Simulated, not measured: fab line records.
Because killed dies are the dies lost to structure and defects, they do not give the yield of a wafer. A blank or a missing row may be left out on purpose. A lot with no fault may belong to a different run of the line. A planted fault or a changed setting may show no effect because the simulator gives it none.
fab line records | flow n5Finfet
[record] lots = 7 wafers = 18 lastDay = 17
route steps=1938 shown FIN_CUT@171 STI_FIN_REVEAL@183 BEOL_M4@1111 PASSIVATION@1936
lots with no fault: from the same line, run without faults
startH: the number of hours between the record's first day and the start of the first shown wafer of the lot | waitH: time in hours since the lot's previous step | " repeats the value in the row above | L1.1+2: a single row standing in for several wafers | - no value, or no start given | * or withheld: withheld | < > ~ a bound
route shown NAME@n: NAME is a module with steps in the file, n the number in the route of the first one | usual: mean/standard deviation taken from wafers without a fault | same: alike in all rows | chamber/n: place in a boat | sites: per-site readings | _std_site: how widely they spread, as a standard deviation | _edge_site: the outer-site mean with the inner-site mean subtracted | radiusMm: how far each site lies from the wafer's centre | mask NAME#n: copy n | behind: the last tool/chamber to shape the wafer | hold: reason for holding the lot/hours on hold/outcome of the hold | device: the transistor (n, p or np) that didn't switch | end of line: tests run on the same wafers once the route is complete | where a step has no rows: the recipe by itself | killed: dies lost to structure and defects at the first sort, not the wafer's yield | map: per-die view of a wafer (x killed, . not killed, _ where there is no die)
set.NAME: the run value of the setting; set.NAME@STEP: its run value at that earlier step | model.NAME: the simulator's own value behind a step, which no gauge read
lots at some steps of the route; a table a step, a row a wafer
services: a tool's chamber out of use, with start hour (startH, from the record's first day; less than 0 if before it), hours out, and reason
[[steps]]
[step N5_FIN_CUT_STRIP_31]
[recipe] chemistry = N2/H2 tempC = 40 n2FlowSccm = 200 h2FlowSccm = 200 rfFrequencyHz = 6e+07
[step N5_FIN_CUT_STRIP_24]
[recipe] chemistry = CF4 resist = SiARC powerW = 300 biasPowerW = 75 pressureMtorr = 50 cf4FlowSccm = 150 rfFrequencyHz = 6e+07
[step N5_FIN_CUT_CUT_ETCH_26]
[recipe] chemistry = CH3F/O2 target = SiNx targetDepthA = 390 maskMaterial = SOC timeS = 55.7 pressureMtorr = 30 sourceW = 395 biasW = 73 Ar_flow_sccm = 150 CH3F_flow_sccm = 30 O2_flow_sccm = 20 ionEnergyEv = 120
[usual] drypumpMotorCurrentA = 5.6/0.3 oes_o_777_au = 0.80/0.06 oesProductAu = 0.79/0.058 rfVppV = 296/3.7 showerheadPlenumPTorr = 1.94/0.078 throttleValvePct = 16.21/0.2
// columns lot.wafer tool chamber startH waitH drypumpMotorCurrentA oes_o_777_au oesProductAu rfHoursCounterH rfVppV showerheadPlenumPTorr throttleValvePct
L136.1 rieDiel-01 0 51.12 0.0 5.7 0.89 0.87 44 294 2.04 15.94
L136.3 " 1 " " 6.0 0.76 0.76 133 298 2.09 16.09
L136.4 " 3 " " 5.5 0.78 0.80 106 296 1.86 16.46
L140.1 rieDiel-01 2 75.42 0.0 5.7 0.83 0.82 87 299 2.02 15.97
L140.5 " 3 " " 5.5 0.77 0.79 - 296 1.86 16.49
L140.6 " 2 " " 5.7 0.82 0.83 - 298 2.02 15.97
L149.3 rieDiel-01 1 129.25 0.0 5.9 0.75 0.74 158 300 2.08 16.13
L149.4 " 3 " " 5.5 0.76 0.78 128 295 1.86 16.51
L150.3 rieDiel-03 1 135.30 0.0 6.1 0.93 0.91 29 291 1.95 16.08
L150.5 " 0 " " 5.5 0.76 0.78 - 298 1.85 16.38
L151.4 rieDiel-01 1 141.20 0.0 6.0 0.74 0.73 161 300 2.08 16.15
L151.5 " 3 " " 5.6 0.76 0.77 - 295 1.86 16.52
L154.1 rieDiel-03 3 159.29 0.0 5.3 0.72 0.72 196 295 1.90 16.48
L154.3 " 1 " " 6.1 0.91 0.90 37 290 1.95 16.09
L154.5 " 1 " " 6.1 0.91 0.89 - 289 1.95 16.08
L155.1 rieDiel-01 1 166.11 0.0 6.0 0.74 0.73 170 299 2.08 16.16
L155.2 " 2 " " 5.7 0.81 0.80 114 301 2.01 16.00
L155.3 " 3 " " 5.5 0.75 0.76 139 296 1.85 16.53
[step N5_FIN_CUT_CUT_ETCH_27]
[recipe] chemistry = CHF3/O2 target = SiO2 targetDepthA = 40 maskMaterial = SOC overetchA = 20 timeS = 4.9 pressureMtorr = 30 sourceW = 650 biasW = 170 Ar_flow_sccm = 200 CHF3_flow_sccm = 50 O2_flow_sccm = 5 ionEnergyEv = 200
[step N5_FIN_CUT_PRECLEAN_35]
[recipe] timeS = 13.3 tempC = 45 pressureTorr = 125 pHfTorr = 3 pCoreactantTorr = 25 chemistry = vHF
[usual] drypumpMotorCurrentA = 5.4/0.35
// columns lot.wafer tool chamber startH waitH drypumpMotorCurrentA
L136.1 vaporEtch-02 0 51.24 0.0 5.0
L136.3 " 1 " " 5.2
L136.4 " 0 " " 5.0
L140.1 vaporEtch-01 1 75.54 0.1 5.8
L140.5 " 0 " " 5.8
L140.6 " 1 " " 5.8
L149.3 vaporEtch-02 1 129.38 0.1 5.2
L149.4 " 0 " " 5.0
L150.3 vaporEtch-01 1 135.43 0.1 5.9
L150.5 " 1 " " 5.8
L151.4 vaporEtch-02 1 141.33 0.1 5.2
L151.5 " 0 " " 5.0
L154.1 vaporEtch-02 0 159.40 0.0 5.1
L154.3 " 1 " " 5.2
L154.5 " 1 " " 5.2
L155.1 vaporEtch-02 0 166.22 0.0 5.0
L155.2 " 1 " " 5.2
L155.3 " 0 " " 5.1
[step N5_FIN_CUT_CUT_ETCH_15]
[recipe] chemistry = HBr/Cl2/O2 target = Si targetDepthA = 1000 btTimeS = 10 maskMaterial = SOC timeS = 42.4 ionEnergyEv = * biasW = * pressureMtorr = 10 icpW = 800 HBr_flow_sccm = 150 Cl2_flow_sccm = 80 O2_flow_sccm = 12
[usual] drypumpMotorCurrentA = 5.7/0.47 mfcCl2Sccm = 80.00/0.27 oes_o_777_au = 1.002/0.025 oesProductAu = 0.996/0.011 throttleValvePct = 36.99/0.25
// columns lot.wafer tool chamber startH waitH drypumpMotorCurrentA mfcCl2Sccm oes_o_777_au oesProductAu rfHoursCounterH throttleValvePct
L136.1 rieSi-04 3 51.32 0.1 5.3 80.07 1.000 1.006 168 37.03
L136.3 " 0 " " 5.4 79.44 0.999 0.984 143 36.96
L136.4 " 2 " " 5.8 79.90 0.960 0.988 95 37.13
L140.1 rieSi-06 3 75.62 0.1 6.2 80.22 0.997 1.010 46 37.12
L140.5 " 3 " " 6.3 80.34 1.001 1.007 - 37.11
L140.6 " 0 " " 6.2 80.10 0.979 0.984 - 36.78
L149.3 rieSi-04 1 129.44 0.0 5.5 79.98 1.012 1.005 160 37.37
L149.4 " 0 " " 5.5 80.34 0.999 0.987 145 36.95
L150.3 rieSi-03 1 135.49 0.0 6.5 80.35 1.020 1.014 9 37.50
L150.5 " 3 " " 5.8 80.37 0.952 0.993 - 36.78
L151.4 rieSi-06 0 141.42 0.1 6.2 79.77 0.985 0.983 - 36.78
L151.5 " 3 " " 6.3 80.00 0.995 1.005 - 37.12
L154.1 rieSi-03 1 159.48 0.1 6.5 79.84 1.025 1.002 10 37.53
L154.3 " 2 " " 5.1 80.08 1.030 0.999 157 37.14
L154.5 " 2 " " 5.1 79.95 1.029 0.994 - 37.15
L155.1 rieSi-06 1 166.30 0.1 5.3 80.29 1.042 1.034 0 36.61
L155.2 " 2 " " 5.1 79.31 1.031 0.989 45 36.93
L155.3 " 0 " " 6.2 79.91 0.975 0.995 131 36.79
[step N5_FIN_CUT_CUT_ETCH_28]
[recipe] chemistry = HBr/Cl2/O2 target = Si targetDepthA = 60 maskMaterial = SOC timeS = 2.4 ionEnergyEv = * biasW = * pressureMtorr = 10 icpW = 800 HBr_flow_sccm = 150 Cl2_flow_sccm = 80 O2_flow_sccm = 12
[usual] drypumpMotorCurrentA = 5.7/0.47 mfcCl2Sccm = 80.00/0.23 oes_o_777_au = 1.003/0.024 oesProductAu = 0.995/0.011 throttleValvePct = 36.98/0.25
// columns lot.wafer tool chamber startH waitH drypumpMotorCurrentA mfcCl2Sccm oes_o_777_au oesProductAu rfHoursCounterH throttleValvePct
L136.1 rieSi-04 3 51.37 0.0 5.2 80.28 1.010 1.014 168 37.01
L136.3 " 0 " " 5.5 79.70 1.002 0.985 143 36.97
L136.4 " 2 " " 5.8 80.20 0.967 0.994 95 37.14
L140.1 rieSi-06 3 75.68 0.0 6.3 79.69 1.003 1.000 47 37.12
L140.5 " 3 " " 6.3 79.96 0.995 0.997 - 37.13
L140.6 " 0 " " 6.2 80.04 0.982 0.983 - 36.79
L149.3 rieSi-04 1 129.50 0.0 5.5 80.02 1.017 1.008 160 37.37
L149.4 " 0 " " 5.5 79.95 0.993 0.994 145 36.97
L150.3 rieSi-03 1 135.55 0.0 6.5 80.01 1.025 1.010 9 37.53
L150.5 " 3 " " 5.9 80.16 0.957 0.983 - 36.77
L151.4 rieSi-06 0 141.47 0.0 6.2 80.16 0.985 0.980 - 36.78
L151.5 " 3 " " 6.3 80.10 0.996 1.003 - 37.13
L154.1 rieSi-03 1 159.54 0.0 6.4 79.94 1.028 1.008 10 37.52
L154.3 " 2 " " 5.1 79.81 1.015 1.002 157 37.13
L154.5 " 2 " " 5.1 79.98 1.028 0.999 - 37.12
L155.1 rieSi-06 1 166.36 0.0 5.3 80.00 1.045 1.027 0 36.61
L155.2 " 2 " " 5.0 80.14 1.028 0.986 45 36.96
L155.3 " 0 " " 6.2 79.96 0.978 0.985 131 36.79
[step N5_FIN_CUT_STRIP_22]
[recipe] chemistry = N2/H2 powerW = 500 tempC = 40 pressureMtorr = 50 rfFrequencyHz = 6e+07 overashFraction = 0.3 biasPowerW = 8 h2Frac = 0.5 n2FlowSccm = 300 h2FlowSccm = 300
[step N5_FIN_CUT_PRECLEAN_36]
[recipe] chemistry = O3/DIW timeS = 60 tempC = 22 o3Ppm = 10
[step N5_FIN_CUT_SRD_32]
[recipe] dry = ipaMarangoni timeS = 30 tempC = 23 rinseLiquid = diw
[step N5_FIN_CUT_UV_OZONE_34]
[recipe] timeS = 120 pressureTorr = 760 tempC = 25
[step N5_FIN_CUT_INSPECT_17]
[recipe] inspectInstrument = brightfield mode = aei
[usual] rawDefectCount = 248/68
// columns lot.wafer tool chamber startH waitH rawDefectCount
L136.1 defectInspect-02 - 51.60 0.0 262
L136.3 " - " " 334
L136.4 " - " " 215
L140.1 defectInspect-01 - 75.90 0.0 265
L140.5 " - " " 189
L140.6 " - " " 180
L149.3 defectInspect-02 - 129.73 0.0 392
L149.4 " - " " 251
L150.3 defectInspect-01 - 135.78 0.0 229
L150.5 " - " " 189
L151.4 defectInspect-02 - 141.86 0.0 218
L151.5 " - " " 232
L154.1 defectInspect-01 - 159.76 0.0 217
L154.3 " - " " 197
L154.5 " - " " 201
L155.1 defectInspect-02 - 166.58 0.0 183
L155.2 " - " " 232
L155.3 " - " " 203
[step N5_STI_FIN_REVEAL_ALD_00]
[recipe] material = SiO2 targetThkA = 10 tempC = 300 aldPrecursorFamily = BDEAS aldCoReactant = O2-plasma pulseTimeS = 1 pressureTorr = 2
[usual] heaterPowerW = 482/39 precursorPulseHeightRel = 0.999/0.018
// columns lot.wafer tool chamber startH waitH heaterPowerW precursorPulseHeightRel model.SiO2_of_STI_FIN_REVEAL_ALD_00.thkNm
L136.1 aldSin-03 3 51.64 0.0 473 1.029 1
L136.3 " 2 " " 481 1.006 1
L136.4 " 1 " " 535 1.004 1
L140.1 aldSin-02 2 75.94 0.0 473 1.020 1
L140.5 " 0 " " 446 1.008 1
L140.6 " 3 " " 513 0.984 1
L149.3 aldSin-03 2 129.77 0.0 454 0.992 0.4
L149.4 " 1 " " 528 0.969 1
L150.3 aldSin-03 3 135.81 0.0 454 0.988 0.4
L150.5 " 1 " " 514 1.016 0.4
L151.4 aldSin-03 3 141.89 0.0 449 0.982 1
L151.5 " 0 " " 463 0.989 0.4
L154.1 aldSin-02 0 159.95 0.2 461 0.999 1
L154.3 " 3 " " 515 0.996 1
L154.5 " 2 " " 464 0.996 1
L155.1 aldSin-04 1 166.62 0.0 481 1.001 1
L155.2 " 0 " " 455 0.980 1
L155.3 " 2 " " 422 1.001 1
[step N5_STI_FIN_REVEAL_ALD_14]
[recipe] material = Si3N4 targetThkA = 30 tempC = 400 aldPrecursorFamily = SiH2I2 aldCoReactant = N2/H2-plasma pressureTorr = 2
[usual] heaterPowerW = 864/71
// columns lot.wafer tool chamber startH waitH heaterPowerW
L136.1 aldSin-03 3 51.69 0.0 858
L136.3 " 2 " " 843
L136.4 " 1 " " 938
L140.1 aldSin-02 2 75.99 0.0 834
L140.5 " 0 " " 795
L140.6 " 3 " " 928
L149.3 aldSin-03 2 129.82 0.0 828
L149.4 " 1 " " 939
L150.3 aldSin-03 3 135.86 0.0 801
L150.5 " 1 " " 957
L151.4 aldSin-03 3 141.94 0.0 824
L151.5 " 0 " " 847
L154.1 aldSin-02 0 160.00 0.0 807
L154.3 " 3 " " 917
L154.5 " 2 " " 823
L155.1 aldSin-04 1 166.67 0.0 857
L155.2 " 0 " " 800
L155.3 " 2 " " 753
[step N5_BEOL_M4_RC_MEAS_101]
[usual] DIBL_N = 36.1/1.3 DIBL_P = 36.3/1.4 IOFF_N = 0.162/0.024 IOFF_P = 0.22/0.033 ION_N = 674/9.9 ION_P = 464/7.6 SS_N = 71.6/0.53 SS_P = 73.4/0.55 VT_N = 249.4/2.9 VT_P = -249/3.3
// columns lot.wafer tool chamber startH waitH DIBL_N[mV/V] DIBL_P[mV/V] IOFF_N[nA/um] IOFF_P[nA/um] ION_N[uA/um] ION_P[uA/um] SS_N[mV/dec] SS_P[mV/dec] VT_N[mV] VT_P[mV]
L136.1 prober-01 0 186.88 0.0 36.8 37.1 0.203 0.28 701 483 71.8 74.1 243.3 -244
L136.3 " 0 " " 36.5 36.3 0.188 0.26 679 471 72.1 74.2 246.4 -243
L136.4 " 0 " " 35.4 35.4 0.171 0.24 683 473 71.4 73.4 246.6 -248
L140.1 prober-01 0 217.99 1.0 36.2 35.5 0.165 0.22 682 469 71.8 73.3 248.7 -251
L140.5 " 0 " " 35.1 34.5 0.146 0.22 672 464 70.5 73.6 247.9 -251
L140.6 " 0 " " 34.0 31.8 0.119 0.17 653 458 70.7 73.1 251.6 -254
L149.3 prober-02 0 264.00 0.3 35.3 36.0 0.148 0.22 654 453 72.0 73.9 250.3 -248
L149.4 " 0 " " 35.8 37.2 0.163 0.23 681 463 71.5 74.0 250.4 -252
L151.4 prober-01 0 278.64 0.5 35.4 35.7 0.156 0.19 670 456 71.4 73.2 250.5 -251
L151.5 " 0 " " 35.5 35.4 0.155 0.18 664 449 71.4 72.7 250.4 -253
L150.3 prober-02 0 281.79 0.3 37.0 37.6 0.167 0.22 667 462 71.9 73.6 249.2 -249
L150.5 " 0 " " 36.7 36.2 0.147 0.19 665 454 71.2 72.9 253.2 -252
L154.1 prober-01 0 294.06 0.0 34.5 36.8 0.139 0.20 674 463 71.7 72.4 254.1 -250
L154.3 " 0 " " 33.8 36.0 0.131 0.19 672 463 70.7 73.4 253.7 -250
L154.5 " 0 " " 32.2 34.3 0.111 0.16 664 457 70.4 73.0 257.3 -253
L155.1 prober-01 0 296.55 0.0 33.6 33.1 0.115 0.16 665 459 70.3 73.1 253.6 -253
L155.2 " 0 " " 35.7 35.7 0.151 0.20 678 466 71.5 73.4 251.3 -249
L155.3 " 0 " " 34.9 35.3 0.137 0.19 663 459 70.6 73.3 252.7 -253
[step N5_PASSIVATION_PROBE_49]
[usual] defectLimitedYield = 91.1/1.5 killed_at_M0_to_M3 = 36/11 killed_at_M4_up = 13/5 killedAtContacts = 13/5 killedAtFrontEnd = 40/12 killedAtOther = 3.3/2.3 killedDies = 106/17 killedOpen = 70/13 killedShort = 34/7.6 sort_bin_5_function = 5.3/0.96 sort_bin_6_memory = 3.3/0.66 sortNPass = 1074/17 sortYieldPct = 91.1/1.5
[same] grossDies = 1180 killedAtBackSide = 0 sort_bin_4_leakage[%] = 0 sort_bin_8_speed[%] = 0
// columns lot.wafer tool chamber startH waitH defectLimitedYield[%] killed_at_M0_to_M3 killed_at_M4_up killedAtContacts killedAtFrontEnd killedAtOther killedDies killedOpen killedShort sort_bin_5_function[%] sort_bin_6_memory[%] sortNPass sortYieldPct[%]
L136.3 prober-01 - 286.70 0.1 90.6 38 23 9 35 6 111 64 46 5.6 3.4 1069 90.6
// killed by level:class
L136.3 BEOL_M4:geometricParticle:short=9 MOL_CONTACT_COAG:geometricParticle:open=8 BEOL_M0_SAQP:geometricParticle:short=8 FIN_SAQP:geometricParticle:open=7 STI_FIN_REVEAL:geometricParticle:open=7 GATE_CUT:geometricParticle:short=6 BEOL_M2:geometricParticle:open=5 BEOL_M0_SAQP:geometricParticle:open=5
[[services]]
// columns tool chamber startH hours kind
rieSi-06 0 33.61 3.2 repair
aldSin-04 - 35.55 6.0 pm
rieDiel-03 0 57.29 12.0 repair
aldSin-02 - 67.35 0.4 repair
rieDiel-03 3 68.58 5.6 repair
aldSin-03 - 85.25 14.0 pm
aldSin-03 0 85.25 14.0 ventCycle
aldSin-03 1 85.25 14.0 ventCycle
aldSin-03 2 85.25 14.0 ventCycle
aldSin-03 3 85.25 14.0 ventCycle
rieDiel-01 2 91.81 7.0 repair
vaporEtch-01 - 92.63 14.6 pm
rieSi-03 1 97.65 2.1 repair
aldSin-03 0 99.25 - clean
aldSin-03 1 99.25 - clean
aldSin-03 2 99.25 - clean
aldSin-03 3 99.25 - clean
aldSin-04 - 109.71 2.8 pm
rieSi-06 1 129.23 - clean
rieSi-06 1 129.23 12.4 scheduledDown
aldSin-03 - 131.06 1.0 repair
rieDiel-01 3 135.21 3.0 repair
rieSi-06 3 159.13 7.4 repair
rieDiel-01 0 159.53 26.5 repair
[[key]]
firstSign none at tools or gauges
[modelEffect] step = N5_STI_FIN_REVEAL_ALD_00 value = SiO2_of_STI_FIN_REVEAL_ALD_00.thkNm without = 1 struck = 0.4
metAt N5_STI_FIN_REVEAL_ALD_00
struckWafers L149.3,L150.3,L150.5,L151.5
onsetBetween 51.64 129.77
[fault] kind = processParameterDrift tool = aldSin-03 chamber = - onsetH = 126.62 steps = N5_STI_FIN_REVEAL_ALD_00 channel = targetThkA offset = * shape = step endH = 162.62 scope = struckWafersOnly actsIn = * stated = *
